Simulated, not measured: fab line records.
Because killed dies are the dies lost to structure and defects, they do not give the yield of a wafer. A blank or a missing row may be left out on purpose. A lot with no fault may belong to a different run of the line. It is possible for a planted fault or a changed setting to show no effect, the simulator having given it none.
Split-lot trial || flow n5_finfet || 7 lots, 39 wafers read, on a route of 1938 steps

== ON THE SPLIT ==
At N5_SD_EPI_P_ETCH_16 (etches SiO2 in CHF3/O2, target depth 5 nm), the setting target_depth_a was moved away from the recipe's 50 angstrom on 12 of the 39 wafers read, by +4.5% to +11.3%. All remaining wafers had this setting at the recipe value.

Reading taken at the split's own step.

== THE READING ==
etch.depth_nm (the simulator's own value, which no gauge read), in nm, at N5_SD_EPI_P_ETCH_16 (etches SiO2 in CHF3/O2, target depth 5 nm). No usual value for it is given in the file. The 27 wafers here that ran the recipe average 5.007 nm, standard deviation 0.079 nm.

{"wafer": "L075.1", "tool, chamber at the split": "rie_diel-04, 0", "target_depth_a as run, angstrom": 50, "against the recipe": "recipe", "etch.depth_nm, nm": 5.108, "against lot-mates on the recipe": "-"}
{"wafer": "L075.2", "tool, chamber at the split": "rie_diel-04, 2", "target_depth_a as run, angstrom": 54.84, "against the recipe": "+9.7%", "etch.depth_nm, nm": 5.343, "against lot-mates on the recipe": "+0.336"}
{"wafer": "L075.3", "tool, chamber at the split": "rie_diel-04, 3", "target_depth_a as run, angstrom": 54.84, "against the recipe": "+9.7%", "etch.depth_nm, nm": 5.451, "against lot-mates on the recipe": "+0.444"}
{"wafer": "L075.4", "tool, chamber at the split": "rie_diel-04, 3", "target_depth_a as run, angstrom": 54.84, "against the recipe": "+9.7%", "etch.depth_nm, nm": 5.404, "against lot-mates on the recipe": "+0.397"}
{"wafer": "L075.5", "tool, chamber at the split": "rie_diel-04, 2", "target_depth_a as run, angstrom": 50, "against the recipe": "recipe", "etch.depth_nm, nm": 4.882, "against lot-mates on the recipe": "-"}
{"wafer": "L075.6", "tool, chamber at the split": "rie_diel-04, 0", "target_depth_a as run, angstrom": 50, "against the recipe": "recipe", "etch.depth_nm, nm": 5.031, "against lot-mates on the recipe": "-"}
{"wafer": "L078.1", "tool, chamber at the split": "rie_diel-04, 2", "target_depth_a as run, angstrom": 50, "against the recipe": "recipe", "etch.depth_nm, nm": 4.92, "against lot-mates on the recipe": "-"}
{"wafer": "L078.2", "tool, chamber at the split": "rie_diel-04, 3", "target_depth_a as run, angstrom": 50, "against the recipe": "recipe", "etch.depth_nm, nm": 4.969, "against lot-mates on the recipe": "-"}
{"wafer": "L078.3", "tool, chamber at the split": "rie_diel-04, 1", "target_depth_a as run, angstrom": 50, "against the recipe": "recipe", "etch.depth_nm, nm": 5.079, "against lot-mates on the recipe": "-"}
{"wafer": "L078.4", "tool, chamber at the split": "rie_diel-04, 0", "target_depth_a as run, angstrom": 50, "against the recipe": "recipe", "etch.depth_nm, nm": 5.083, "against lot-mates on the recipe": "-"}
{"wafer": "L078.5", "tool, chamber at the split": "rie_diel-04, 0", "target_depth_a as run, angstrom": 50, "against the recipe": "recipe", "etch.depth_nm, nm": 5.078, "against lot-mates on the recipe": "-"}
{"wafer": "L078.6", "tool, chamber at the split": "rie_diel-04, 3", "target_depth_a as run, angstrom": 50, "against the recipe": "recipe", "etch.depth_nm, nm": 4.915, "against lot-mates on the recipe": "-"}
{"wafer": "L082.1", "tool, chamber at the split": "rie_diel-04, 3", "target_depth_a as run, angstrom": 50, "against the recipe": "recipe", "etch.depth_nm, nm": 4.946, "against lot-mates on the recipe": "-"}
{"wafer": "L082.2", "tool, chamber at the split": "rie_diel-04, 2", "target_depth_a as run, angstrom": 50, "against the recipe": "recipe", "etch.depth_nm, nm": 4.941, "against lot-mates on the recipe": "-"}
{"wafer": "L082.3", "tool, chamber at the split": "rie_diel-04, 1", "target_depth_a as run, angstrom": 50, "against the recipe": "recipe", "etch.depth_nm, nm": 5.114, "against lot-mates on the recipe": "-"}
{"wafer": "L082.4", "tool, chamber at the split": "rie_diel-04, 0", "target_depth_a as run, angstrom": 50, "against the recipe": "recipe", "etch.depth_nm, nm": 5.165, "against lot-mates on the recipe": "-"}
{"wafer": "L082.5", "tool, chamber at the split": "rie_diel-04, 2", "target_depth_a as run, angstrom": 50, "against the recipe": "recipe", "etch.depth_nm, nm": 4.881, "against lot-mates on the recipe": "-"}
{"wafer": "L082.6", "tool, chamber at the split": "rie_diel-04, 3", "target_depth_a as run, angstrom": 50, "against the recipe": "recipe", "etch.depth_nm, nm": 5.007, "against lot-mates on the recipe": "-"}
{"wafer": "L088.1", "tool, chamber at the split": "rie_diel-05, 2", "target_depth_a as run, angstrom": 50, "against the recipe": "recipe", "etch.depth_nm, nm": 5.06, "against lot-mates on the recipe": "-"}
{"wafer": "L088.2", "tool, chamber at the split": "rie_diel-05, 1", "target_depth_a as run, angstrom": 53.32, "against the recipe": "+6.6%", "etch.depth_nm, nm": 5.306, "against lot-mates on the recipe": "+0.280"}
{"wafer": "L088.3", "tool, chamber at the split": "rie_diel-05, 3", "target_depth_a as run, angstrom": 50, "against the recipe": "recipe", "etch.depth_nm, nm": 4.966, "against lot-mates on the recipe": "-"}
{"wafer": "L088.4", "tool, chamber at the split": "rie_diel-05, 2", "target_depth_a as run, angstrom": 53.32, "against the recipe": "+6.6%", "etch.depth_nm, nm": 5.358, "against lot-mates on the recipe": "+0.332"}
{"wafer": "L088.5", "tool, chamber at the split": "rie_diel-05, 1", "target_depth_a as run, angstrom": 53.32, "against the recipe": "+6.6%", "etch.depth_nm, nm": 5.349, "against lot-mates on the recipe": "+0.323"}
{"wafer": "L088.6", "tool, chamber at the split": "rie_diel-05, 3", "target_depth_a as run, angstrom": 50, "against the recipe": "recipe", "etch.depth_nm, nm": 5.051, "against lot-mates on the recipe": "-"}
{"wafer": "L090.1", "tool, chamber at the split": "rie_diel-05, 2", "target_depth_a as run, angstrom": 50, "against the recipe": "recipe", "etch.depth_nm, nm": 5.055, "against lot-mates on the recipe": "-"}
{"wafer": "L090.2", "tool, chamber at the split": "rie_diel-05, 1", "target_depth_a as run, angstrom": 52.27, "against the recipe": "+4.5%", "etch.depth_nm, nm": 5.243, "against lot-mates on the recipe": "+0.217"}
{"wafer": "L090.3", "tool, chamber at the split": "rie_diel-05, 3", "target_depth_a as run, angstrom": 52.27, "against the recipe": "+4.5%", "etch.depth_nm, nm": 5.217, "against lot-mates on the recipe": "+0.191"}
{"wafer": "L090.4", "tool, chamber at the split": "rie_diel-05, 1", "target_depth_a as run, angstrom": 52.27, "against the recipe": "+4.5%", "etch.depth_nm, nm": 5.206, "against lot-mates on the recipe": "+0.180"}
{"wafer": "L090.5", "tool, chamber at the split": "rie_diel-05, 2", "target_depth_a as run, angstrom": 50, "against the recipe": "recipe", "etch.depth_nm, nm": 5.038, "against lot-mates on the recipe": "-"}
{"wafer": "L090.6", "tool, chamber at the split": "rie_diel-05, 3", "target_depth_a as run, angstrom": 50, "against the recipe": "recipe", "etch.depth_nm, nm": 4.985, "against lot-mates on the recipe": "-"}
{"wafer": "L092.1", "tool, chamber at the split": "rie_diel-04, 3", "target_depth_a as run, angstrom": 50, "against the recipe": "recipe", "etch.depth_nm, nm": 4.965, "against lot-mates on the recipe": "-"}
{"wafer": "L092.2", "tool, chamber at the split": "rie_diel-04, 2", "target_depth_a as run, angstrom": 50, "against the recipe": "recipe", "etch.depth_nm, nm": 5.063, "against lot-mates on the recipe": "-"}
{"wafer": "L092.3", "tool, chamber at the split": "rie_diel-04, 0", "target_depth_a as run, angstrom": 55.66, "against the recipe": "+11.3%", "etch.depth_nm, nm": 5.646, "against lot-mates on the recipe": "+0.603"}
{"wafer": "L092.4", "tool, chamber at the split": "rie_diel-04, 1", "target_depth_a as run, angstrom": 50, "against the recipe": "recipe", "etch.depth_nm, nm": 5.101, "against lot-mates on the recipe": "-"}
{"wafer": "L092.5", "tool, chamber at the split": "rie_diel-04, 0", "target_depth_a as run, angstrom": 55.66, "against the recipe": "+11.3%", "etch.depth_nm, nm": 5.639, "against lot-mates on the recipe": "+0.596"}
{"wafer": "L092.6", "tool, chamber at the split": "rie_diel-04, 1", "target_depth_a as run, angstrom": 55.66, "against the recipe": "+11.3%", "etch.depth_nm, nm": 5.651, "against lot-mates on the recipe": "+0.608"}
{"wafer": "L094.2", "tool, chamber at the split": "rie_diel-05, 3", "target_depth_a as run, angstrom": 50, "against the recipe": "recipe", "etch.depth_nm, nm": 4.983, "against lot-mates on the recipe": "-"}
{"wafer": "L094.3", "tool, chamber at the split": "rie_diel-05, 0", "target_depth_a as run, angstrom": 50, "against the recipe": "recipe", "etch.depth_nm, nm": 4.897, "against lot-mates on the recipe": "-"}
{"wafer": "L094.6", "tool, chamber at the split": "rie_diel-05, 0", "target_depth_a as run, angstrom": 50, "against the recipe": "recipe", "etch.depth_nm, nm": 4.895, "against lot-mates on the recipe": "-"}

THE FIT
A straight line over all 39 wafers: etch.depth_nm changes by +0.0498 nm for each +1% of target_depth_a; r = +0.94; the points scatter about the line by 0.077 nm.
The same after taking each lot's own level away (the mean of its wafers on the recipe; 39 wafers): +0.0476 nm for each +1%; r = +0.94; scatter 0.069 nm.
The reading moves by 0.54 nm for the largest change in target_depth_a, on that fit.
Measured against the standard deviation above, the lots' own levels, which go from 4.9250 to 5.0430 nm, span 1.5 times it.
So the lot-to-lot level changes the slope little: the two slopes agree.
Check: with one of the wafers moved furthest among these (+11.3%) left out of the fit, the line predicts +0.525 nm for it against its lot-mates. Against them it came out at +0.603 nm.

== THE OTHER SPLITS THESE WAFERS WENT THROUGH ==
These wafers also went through other splits before the reading. Each is held against what the fit with the lots' levels taken away leaves over:
{"other split on the same wafers": "N5_PMOS_HMC_CHANNEL_EPI_FIN_RECESS_16 time_s", "wafers away from the commonest value": 12, "r with etch.depth_nm (lot level and that fit taken away)": -0.20}
{"other split on the same wafers": "N5_FIN_SAQP_SPACER1_ALD_24 ald_cycles", "wafers away from the commonest value": 12, "r with etch.depth_nm (lot level and that fit taken away)": -0.02}
{"other split on the same wafers": "N5_FIN_CUT_CUT_ETCH_26 time_s", "wafers away from the commonest value": 18, "r with etch.depth_nm (lot level and that fit taken away)": "+0.03"}

== THE FILE'S OWN FIT ==
etch.depth_nm changes by +0.0474 nm for each +1% of target_depth_a, r = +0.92.
